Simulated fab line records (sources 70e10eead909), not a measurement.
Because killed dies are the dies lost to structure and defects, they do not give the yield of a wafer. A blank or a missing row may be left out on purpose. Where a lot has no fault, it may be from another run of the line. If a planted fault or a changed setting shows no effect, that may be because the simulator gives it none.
fab line records	flow nand_harc	part 1 of 2: steps 1 to 4 of 6
[record] lots = 21	wafers = 63	last_day = 26
route steps=1159 shown A_STAIRCASE@698 A_SLIT@796
lots that met no fault: taken from a fault-free run of the same line
start_h: hours from the record's first day to the start of the lot's first wafer shown	wait_h: hours elapsed since this lot's preceding step	" the same as in the row above	L1.1+2: one row covering several wafers at once	- no value present, or no start provided	* or withheld: withheld	< > ~ a bound
route shown NAME@n: names a module that has steps shown in the file, with the first one's number in the route	usual: mean and standard deviation over wafers with no fault	same: alike in all rows	chamber/n: place in a boat	sites: the reading at each site	_std_site: standard deviation across them	_edge_site: outer sites' mean less inner sites'	radius_mm: how far each site lies from the wafer's centre	mask NAME#n: copy n	behind: the last tool/chamber to shape the wafer	hold: what put the lot on hold/how long, in hours/how the hold closed	device: names the non-switching transistor (n, p or np)	end of line: tests of these same wafers at the route's end	for a step that has no rows: nothing shown but its recipe	killed: not the wafer's yield, but the dies lost to structure and defects at the first sort	map: a wafer's dies, x killed, . not, _ none there
set.NAME: the run value of the setting; set.NAME@STEP: its run value at that earlier step	model.NAME: the simulator's own value behind a step, which no gauge read
steps of the route over a sample of lots; a table a step, a row a wafer
services: the hour from which a tool's chamber was out of use, counted from the record's first day as start_h (under 0 if before that day), plus the number of hours and why
[[steps]]
[step NHARC_A_STAIRCASE_ALD_415]
[recipe] target_thk_a = 300	pulse_time_s = 6	ald_cycles = 300	temp_c = 300	material = SiO2
[usual] heater_power_w = 468/75	precursor_pulse_height_rel = 1.000/0.022
lot.wafer	tool	chamber	start_h	wait_h	heater_power_w	precursor_pulse_height_rel	since_wet_clean_h
L075.3	ald_hk-02	3	267.37	0.3	344	0.981	156
L075.4	"	0	"	"	453	0.987	156
L075.6	"	2	"	"	524	1.049	-
L076.1	ald_hk-03	0	268.83	0.3	286	0.994	114
L076.2	"	1	"	"	423	0.996	114
L076.4	"	2	"	"	610	1.001	114
L077.3	ald_hk-02	0	272.92	0.1	458	1.012	161
L077.1	"	2	"	"	537	0.973	162
L077.2	"	3	"	"	343	0.997	162
L074.2	ald_hk-04	2	280.45	0.1	567	0.964	82
L074.5	"	2	"	"	556	0.993	-
L074.6	"	3	"	"	512	0.997	-
L079.2	ald_hk-04	1	285.87	0.3	509	1.018	88
L079.4	"	2	"	"	571	0.976	88
L079.1	"	3	"	"	523	1.001	88
L078.4	ald_hk-04	0	287.25	0.4	488	0.989	89
L078.2	"	1	"	"	515	0.992	89
L078.6	"	3	"	"	532	0.945	-
L081.3	ald_hk-04	1	313.14	0.3	494	0.986	115
L081.4	"	2	"	"	567	1.021	115
L081.6	"	1	"	"	508	1.051	-
L080.1	ald_hk-02	1	314.16	0.9	420	1.044	25
L080.2	"	2	"	"	497	0.976	25
L080.4	"	0	"	"	442	0.958	25
L082.2	ald_hk-03	0	314.19	0.6	292	0.983	159
L082.3	"	1	"	"	430	1.009	159
L082.1	"	3	"	"	498	1.005	160
L084.2	ald_hk-04	1	316.29	0.5	511	0.996	118
L084.3	"	2	"	"	558	1.010	118
L084.5	"	0	"	"	487	1.035	-
L083.4	ald_hk-02	2	316.93	0.1	501	1.000	27
L083.5	"	2	"	"	494	0.985	-
L083.6	"	3	"	"	346	0.998	-
L088.1	ald_hk-04	0	332.92	0.3	490	0.998	135
L088.6	"	3	"	"	529	1.005	-
L088.5	"	0	"	"	482	0.963	-
L085.4	ald_hk-02	2	334.52	0.7	511	1.017	45
L085.6	"	3	"	"	331	1.009	-
L085.5	"	0	"	"	447	1.020	-
L087.3	ald_hk-03	3	345.65	0.1	511	0.981	12
L087.4	"	1	"	"	442	0.982	13
L087.5	"	3	"	"	525	0.991	-
L090.4	ald_hk-02	1	349.43	0.1	435	1.000	60
L090.3	"	2	"	"	492	0.974	60
L090.5	"	2	"	"	505	1.022	-
L089.2	ald_hk-04	2	350.29	0.5	568	1.035	152
L089.3	"	0	"	"	478	1.038	153
L089.5	"	1	"	"	504	1.004	-
L092.1	ald_hk-04	0	363.32	0.5	482	1.002	165
L092.6	"	2	"	"	570	1.001	-
L092.5	"	3	"	"	528	0.996	-
L093.1	ald_hk-02	0	364.53	0.3	444	1.004	75
L093.3	"	1	"	"	421	0.981	75
L093.5	"	0	"	"	440	1.022	-
L094.3	ald_hk-04	2	380.78	1.0	523	1.029	2
L094.4	"	0	382.62	2.8	506	0.991	4
L094.5	"	2	384.46	4.7	533	0.964	-
L095.2	ald_hk-02	1	387.26	0.1	419	0.957	98
L095.1	"	3	"	"	342	0.971	98
L095.5	"	1	"	"	418	1.010	-
L097.3	ald_hk-02	3	399.76	0.5	335	1.008	110
L097.2	"	0	"	"	455	1.021	111
L097.6	"	2	"	"	505	1.007	-
[step NHARC_A_STAIRCASE_DESCUM_443]
[recipe] time_s = 3	o2_flow_sccm = 200	ar_flow_sccm = 0	bias_power_w = 0	chemistry = O2
[usual] drypump_motor_current_A = 5.7/0.59	oes_product_au = 0.994/0.0095	rf_vpp_V = 57.9/0.91	showerhead_plenum_p_Torr = 1.92/0.069	throttle_valve_pct = 11.311/0.0089
[same] bias_power_w = 0
lot.wafer	tool	chamber	start_h	wait_h	drypump_motor_current_A	oes_product_au	rf_hours_counter_h	rf_vpp_V	showerhead_plenum_p_Torr	throttle_valve_pct
L075.4	rie_diel-13	1	308.10	-	6.4	0.993	6	57.7	1.93	11.304
L075.3	"	3	"	"	5.1	1.010	8	59.6	2.00	11.300
L075.6	"	1	"	"	6.4	0.996	-	58.6	1.93	11.321
L076.4	rie_diel-05	0	308.25	-	6.5	1.008	49	57.8	1.82	11.321
L076.1	"	1	"	"	5.2	1.002	52	59.9	1.96	11.315
L076.2	"	2	"	"	5.3	1.014	51	57.3	1.93	11.310
L077.2	rie_diel-09	3	308.41	-	4.8	0.997	15	59.5	1.93	11.306
L077.3	"	0	"	"	5.7	0.999	15	57.1	2.00	11.303
L077.1	"	1	"	"	5.8	0.997	17	58.4	1.97	11.310
L079.1	rie_diel-05	0	319.29	-	6.5	1.013	55	58.0	1.82	11.327
L079.2	"	1	"	"	5.2	0.989	58	58.1	1.96	11.300
L079.4	"	2	"	"	5.3	1.022	56	55.8	1.93	11.307
L074.2	rie_diel-13	2	319.46	-	6.0	0.986	11	58.4	1.97	11.319
L074.6	"	0	"	"	6.1	0.994	-	55.3	1.78	11.312
L074.5	"	1	"	"	6.4	1.006	-	57.0	1.93	11.310
L078.2	rie_diel-09	2	319.71	-	5.7	0.994	23	58.0	1.95	11.326
L078.6	"	1	"	"	5.7	0.992	-	58.2	1.97	11.314
L078.4	"	0	"	"	5.7	0.997	-	57.9	2.00	11.311
L081.3	rie_diel-13	2	354.43	-	6.0	0.974	26	57.4	1.97	11.312
L081.4	"	3	"	"	5.0	1.001	25	57.6	1.99	11.303
L081.6	"	3	"	"	5.0	1.003	-	56.2	1.99	11.324
L082.2	rie_diel-09	3	354.59	-	4.8	0.995	29	59.5	1.93	11.321
L082.1	"	1	"	"	5.8	0.993	36	58.9	1.96	11.310
L082.3	"	2	"	"	5.7	0.994	37	57.2	1.94	11.314
L084.2	rie_diel-09	3	354.94	-	4.8	0.987	29	57.7	1.93	11.328
L084.3	"	1	"	"	5.8	0.988	-	58.2	1.96	11.317
L084.5	"	1	"	"	5.7	0.985	-	59.4	1.96	11.318
L080.2	rie_diel-09	1	355.04	-	5.8	0.983	36	57.3	1.96	11.303
L080.1	"	3	"	"	4.7	0.991	29	60.2	1.93	11.302
L080.4	"	3	"	"	4.7	1.003	-	57.9	1.93	11.314
L083.4	rie_diel-13	0	359.36	-	6.1	0.984	26	56.1	1.77	11.318
L083.6	"	2	"	"	6.0	0.982	-	57.9	1.97	11.306
L083.5	"	3	"	"	5.0	1.006	-	58.8	1.99	11.307
L088.1	rie_diel-13	3	371.67	-	5.0	1.010	33	58.0	1.99	11.318
L088.5	"	1	"	"	6.4	0.994	-	56.9	1.92	11.308
L088.6	"	2	"	"	6.0	0.984	-	56.4	1.97	11.308
L085.4	rie_diel-05	1	371.95	-	5.2	0.998	7	59.2	1.95	11.295
L085.5	"	3	"	"	6.6	0.997	-	57.5	1.81	11.307
L085.6	"	0	"	"	6.5	0.992	-	57.9	1.82	11.312
L087.4	rie_diel-13	1	386.59	-	6.4	0.989	37	58.0	1.92	11.318
L087.3	"	3	"	"	5.0	1.005	41	56.7	1.99	11.329
L087.5	"	1	"	"	6.4	0.987	-	57.6	1.92	11.300
L090.3	rie_diel-09	2	390.29	-	5.7	1.000	42	58.9	1.94	11.322
L090.5	"	2	"	"	5.8	1.005	-	57.4	1.94	11.308
L090.4	"	3	"	"	4.8	0.997	-	57.9	1.93	11.318
L089.3	rie_diel-05	2	390.55	-	5.3	0.988	16	59.2	1.93	11.304
L089.2	"	3	"	"	6.6	0.997	16	58.2	1.80	11.319
L089.5	"	2	"	"	5.3	0.999	-	57.8	1.93	11.314
L093.3	rie_diel-09	3	401.14	-	4.8	1.009	49	58.2	1.92	11.326
L093.1	"	0	"	"	5.7	0.995	36	57.9	2.00	11.296
L093.5	"	2	"	"	5.7	0.995	-	57.3	1.94	11.326
L092.1	rie_diel-05	3	401.31	-	6.6	0.997	19	58.5	1.80	11.295
L092.6	"	0	"	"	6.5	0.990	-	57.8	1.81	11.320
L092.5	"	1	"	"	5.2	0.979	-	58.2	1.95	11.308
L094.4	rie_diel-13	3	424.46	-	5.0	1.003	54	58.9	1.98	11.326
L094.3	"	1	"	"	6.4	0.991	50	58.7	1.91	11.302
L094.5	"	3	"	"	5.0	1.004	-	57.3	1.98	11.318
L095.1	rie_diel-09	1	430.45	-	5.8	0.986	63	56.6	1.96	11.305
L095.2	"	0	"	"	5.7	0.986	43	57.4	1.99	11.313
L095.5	"	2	"	"	5.8	0.987	-	57.3	1.94	11.315
L097.2	rie_diel-05	0	442.96	-	6.5	0.997	29	56.8	1.81	11.304
L097.3	"	3	"	"	6.6	0.994	34	57.6	1.80	11.319
L097.6	"	1	"	"	5.2	0.992	-	57.6	1.95	11.303
[step NHARC_A_STAIRCASE_ETCHBACK_422]
[recipe] target_depth_a = 400	over_etch_frac = 0.3	time_s = 74.286	ion_energy_ev = 120	ch3f_flow_sccm = 50	o2_flow_sccm = 30	ar_flow_sccm = 200	rf_w = 500	bias_w = 100	chemistry = CH3F/O2
[usual] ch3f_flow_sccm = 50.01/0.14	drypump_motor_current_A = 5.9/0.62	oes_product_au = 0.96/0.039	rf_vpp_V = 244.0/1.4	showerhead_plenum_p_Torr = 2.43/0.088	throttle_valve_pct = 20.664/0.0098
lot.wafer	tool	chamber	start_h	wait_h	ch3f_flow_sccm	drypump_motor_current_A	oes_product_au	rf_hours_counter_h	rf_vpp_V	showerhead_plenum_p_Torr	throttle_valve_pct
L075.4	rie_diel-05	1	311.91	0.2	49.98	5.2	0.92	54	244.7	2.52	20.648
L075.3	"	2	"	"	49.90	5.3	0.95	52	244.7	2.48	20.656
L075.6	"	2	"	"	50.21	5.3	0.95	-	243.5	2.48	20.666
L076.2	rie_diel-13	1	312.09	0.1	49.88	6.4	1.00	9	244.3	2.47	20.649
L076.4	"	2	"	"	49.90	6.0	0.99	9	245.1	2.53	20.659
L076.1	"	3	"	"	49.83	5.0	1.00	10	245.4	2.56	20.690
L077.3	rie_diel-05	0	312.37	0.1	49.69	6.5	0.93	52	243.1	2.34	20.667
L077.2	"	2	"	"	49.87	5.3	0.95	53	244.2	2.48	20.668
L077.1	"	3	"	"	49.98	6.6	0.93	51	242.4	2.33	20.642
L074.2	rie_diel-05	1	323.19	0.2	50.07	5.2	0.93	59	245.3	2.52	20.677
L074.5	"	2	"	"	49.83	5.3	0.95	-	245.9	2.48	20.665
L074.6	"	3	"	"	49.97	6.6	0.92	-	242.8	2.33	20.656
L079.4	rie_diel-05	3	323.45	0.2	50.09	6.6	0.98	56	241.1	2.33	20.668
L079.2	"	0	"	"	50.01	6.6	1.00	57	242.4	2.34	20.675
L079.1	"	1	"	"	50.18	5.2	1.00	59	244.3	2.52	20.655
L078.4	rie_diel-09	3	323.89	0.2	49.95	4.8	0.92	18	245.8	2.48	20.649
L078.2	"	0	"	"	50.10	5.7	1.00	25	247.1	2.57	20.664
L078.6	"	1	"	"	49.94	5.8	0.99	-	245.0	2.53	20.675
L081.4	rie_diel-13	0	358.17	0.1	49.70	6.1	0.98	26	241.1	2.28	20.670
L081.3	"	3	"	"	49.92	5.0	1.00	28	245.8	2.55	20.660
L081.6	"	0	"	"	49.96	6.1	0.98	-	242.0	2.28	20.659
L082.1	rie_diel-05	3	360.29	0.2	49.78	6.6	0.99	4	242.1	2.33	20.664
L082.2	"	1	"	"	50.17	5.2	0.98	4	242.6	2.51	20.672
L082.3	"	2	"	"	49.97	5.3	1.01	4	245.7	2.48	20.675
L083.4	rie_diel-05	2	363.75	0.1	50.21	5.3	1.01	5	244.7	2.48	20.671
L083.5	"	2	"	"	49.90	5.3	1.01	-	244.1	2.48	20.654
L083.6	"	3	"	"	50.05	6.6	1.00	-	243.9	2.33	20.681
L084.2	rie_diel-05	0	364.07	0.1	50.06	6.5	1.00	6	242.5	2.34	20.660
L084.3	"	1	"	"	50.10	5.2	0.99	5	245.0	2.51	20.660
L084.5	"	3	"	"	50.06	6.7	1.00	-	243.1	2.33	20.655
L080.2	rie_diel-05	0	367.25	0.1	50.09	6.5	0.99	6	242.9	2.34	20.686
L080.1	"	2	"	"	49.92	5.3	1.01	6	244.4	2.48	20.664
L080.4	"	3	"	"	49.75	6.7	1.00	6	241.7	2.33	20.657
L088.1	rie_diel-05	0	375.56	0.2	50.08	6.5	1.00	9	242.9	2.34	20.649
L088.6	"	2	"	"	49.95	5.3	1.01	-	246.0	2.48	20.658
L088.5	"	3	"	"	50.13	6.7	0.99	-	242.4	2.33	20.676
L085.4	rie_diel-05	1	375.84	0.2	49.84	5.2	0.91	10	244.8	2.51	20.682
L085.6	"	3	"	"	49.94	6.7	0.92	-	240.8	2.33	20.659
L085.5	"	0	"	"	50.03	6.5	0.92	-	243.5	2.34	20.669
L087.3	rie_diel-05	2	390.37	0.1	50.21	5.3	1.01	15	245.8	2.47	20.659
L087.5	"	2	"	"	50.21	5.3	1.02	-	244.3	2.47	20.669
L087.4	"	3	"	"	50.00	6.6	1.00	-	241.8	2.32	20.677
L090.4	rie_diel-05	1	394.52	0.1	49.99	5.2	0.98	18	244.8	2.51	20.651
L090.3	"	2	"	"	50.05	5.3	0.98	18	244.7	2.47	20.667
L090.5	"	1	"	"	50.29	5.2	0.98	-	243.9	2.51	20.672
L089.3	rie_diel-09	3	394.93	0.1	50.24	4.7	0.93	48	244.4	2.47	20.655
L089.2	"	0	"	"	50.05	5.7	0.92	35	244.5	2.56	20.655
L089.5	"	0	"	"	50.02	5.7	0.93	-	245.7	2.56	20.665
L093.1	rie_diel-13	2	404.85	0.1	50.02	6.0	0.90	49	245.0	2.52	20.668
L093.3	"	0	"	"	49.80	6.0	0.91	47	242.2	2.28	20.661
L093.5	"	2	"	"	50.13	5.9	0.91	-	244.8	2.52	20.657
L092.1	rie_diel-09	1	405.48	0.2	49.97	5.7	0.92	58	243.4	2.51	20.663
L092.5	"	2	"	"	50.04	5.8	0.92	-	246.8	2.49	20.661
L092.6	"	3	"	"	49.84	4.7	0.93	-	246.1	2.47	20.657
L094.3	rie_diel-05	1	428.18	0.1	50.14	5.2	0.91	29	244.8	2.50	20.666
L094.4	"	2	"	"	49.99	5.3	0.93	29	244.2	2.47	20.660
L094.5	"	0	"	"	50.06	6.5	0.91	-	242.8	2.33	20.661
L095.1	rie_diel-05	0	434.22	0.2	49.92	6.6	0.92	24	242.6	2.33	20.662
L095.2	"	1	"	"	50.16	5.2	0.91	30	245.2	2.50	20.651
L095.5	"	1	"	"	50.15	5.2	0.91	-	246.5	2.50	20.667
L097.3	rie_diel-13	3	446.81	0.3	49.96	5.0	0.93	66	246.5	2.54	20.676
L097.2	"	1	"	"	49.93	6.4	0.92	63	244.7	2.45	20.669
L097.6	"	3	"	"	49.99	5.0	0.93	-	246.2	2.54	20.669
[step NHARC_A_STAIRCASE_STRIP_475]
[recipe] time_s = 20	o2_flow_sccm = 500	ar_flow_sccm = 0	bias_w = 0	chemistry = O2
[usual] drypump_motor_current_A = 5.8/0.59	oes_product_au = 0.994/0.0092	rf_vpp_V = 57.7/0.93	showerhead_plenum_p_Torr = 3.51/0.13	throttle_valve_pct = 17.036/0.0089
lot.wafer	tool	chamber	start_h	wait_h	drypump_motor_current_A	oes_product_au	rf_hours_counter_h	rf_vpp_V	showerhead_plenum_p_Torr	throttle_valve_pct
L075.3	rie_diel-13	2	-	-	6.0	0.980	9	57.9	3.63	17.031
L075.4	"	0	"	"	6.2	0.988	9	57.0	3.29	17.037
L075.6	"	2	"	"	5.9	0.978	-	57.8	3.63	17.039
L076.2	rie_diel-13	2	-	-	6.0	0.981	9	58.2	3.63	17.037
L076.1	"	3	"	"	5.1	1.010	10	58.1	3.67	17.045
L076.4	"	0	"	"	6.0	0.988	10	57.0	3.29	17.042
L077.3	rie_diel-13	0	-	-	6.1	1.002	10	57.8	3.29	17.041
L077.1	"	2	"	"	5.9	0.995	9	58.1	3.63	17.039
L077.2	"	3	"	"	5.0	1.002	10	57.3	3.67	17.030
L074.2	rie_diel-09	3	-	-	4.7	0.986	18	58.3	3.56	17.039
L074.6	"	0	"	"	5.6	1.001	-	58.8	3.68	17.036
L074.5	"	1	"	"	5.8	0.982	-	58.4	3.62	17.043
L079.2	rie_diel-05	0	-	-	6.5	1.013	57	57.7	3.37	17.046
L079.1	"	1	"	"	5.2	0.998	59	57.1	3.61	17.039
L079.4	"	3	"	"	6.7	0.997	56	57.8	3.35	17.040
L078.4	rie_diel-05	2	-	-	5.3	1.027	57	57.9	3.56	17.044
L078.2	"	3	"	"	6.6	0.997	56	55.4	3.35	17.040
L078.6	"	1	"	"	5.2	1.001	-	58.4	3.61	17.026
L081.4	rie_diel-05	1	-	-	5.2	0.986	3	56.5	3.60	17.026
L081.3	"	3	"	"	6.5	0.982	3	57.4	3.35	17.027
L081.6	"	2	"	"	5.3	1.006	-	58.2	3.56	17.037
L082.3	rie_diel-05	1	-	-	5.3	1.004	5	57.8	3.60	17.043
L082.2	"	2	"	"	5.3	1.013	4	56.4	3.56	17.042
L082.1	"	0	"	"	6.5	0.995	4	56.2	3.36	17.022
L083.4	rie_diel-05	2	-	-	5.3	1.006	6	57.8	3.55	17.038
L083.6	"	1	"	"	5.2	0.984	-	60.1	3.60	17.008
L083.5	"	2	"	"	5.3	1.000	-	58.7	3.55	17.034
L084.3	rie_diel-05	3	-	-	6.7	0.986	6	56.9	3.35	17.028
L084.2	"	0	"	"	6.5	0.993	6	57.6	3.36	17.034
L084.5	"	0	"	"	6.5	0.992	-	57.2	3.36	17.018
L080.2	rie_diel-05	0	-	-	6.5	0.986	6	55.7	3.36	17.026
L080.4	"	1	"	"	5.2	0.984	6	58.7	3.60	17.030
L080.1	"	2	"	"	5.3	1.004	6	57.7	3.55	17.034
L088.1	rie_diel-13	1	-	-	6.4	0.999	33	58.4	3.54	17.035
L088.6	"	3	"	"	5.0	1.007	-	57.8	3.65	17.045
L088.5	"	0	"	"	6.1	0.998	-	56.8	3.28	17.041
L085.4	rie_diel-13	0	-	-	6.1	0.988	34	56.3	3.28	17.028
L085.6	"	1	"	"	6.4	0.991	-	55.8	3.54	17.038
L085.5	"	2	"	"	5.9	0.996	-	57.1	3.62	17.026
L087.4	rie_diel-13	0	-	-	6.1	0.994	41	58.5	3.28	17.045
L087.3	"	2	"	"	6.0	0.983	43	57.5	3.61	17.051
L087.5	"	0	"	"	6.1	0.988	-	56.3	3.28	17.040
L090.4	rie_diel-13	1	-	-	6.4	1.003	42	58.1	3.53	17.033
L090.3	"	3	"	"	5.0	1.011	45	57.3	3.65	17.038
L090.5	"	0	"	"	6.1	0.985	-	56.8	3.28	17.027
L089.2	rie_diel-05	2	-	-	5.3	1.001	18	57.4	3.55	17.054
L089.3	"	1	"	"	5.2	0.991	18	58.0	3.59	17.044
L089.5	"	2	"	"	5.3	0.990	-	57.9	3.55	17.046
L093.1	rie_diel-09	0	-	-	5.7	1.002	39	58.2	3.67	17.045
L093.3	"	1	"	"	5.8	0.989	58	57.6	3.60	17.039
L093.5	"	0	"	"	5.7	0.990	-	57.1	3.67	17.042
L092.1	rie_diel-05	0	-	-	6.5	0.992	17	56.6	3.35	17.034
L092.5	"	0	"	"	6.5	0.992	-	57.5	3.35	17.052
L092.6	"	1	"	"	5.2	0.983	-	56.8	3.59	17.026
L094.3	rie_diel-09	1	-	-	5.8	0.985	62	58.3	3.60	17.048
L094.4	"	2	"	"	5.7	0.991	53	56.8	3.57	17.028
L094.5	"	0	"	"	5.7	0.999	-	56.5	3.67	17.046
L095.2	rie_diel-05	0	-	-	6.6	0.988	24	60.0	3.35	17.048
L095.1	"	1	"	"	5.2	0.988	30	58.5	3.59	17.019
L095.5	"	1	"	"	5.2	0.988	-	58.4	3.59	17.052
L097.2	rie_diel-09	3	-	-	4.8	0.994	5	57.3	3.54	17.029
L097.3	"	0	"	"	5.7	0.995	4	58.8	3.66	17.033
L097.6	"	0	"	"	5.7	0.993	-	58.8	3.66	17.036
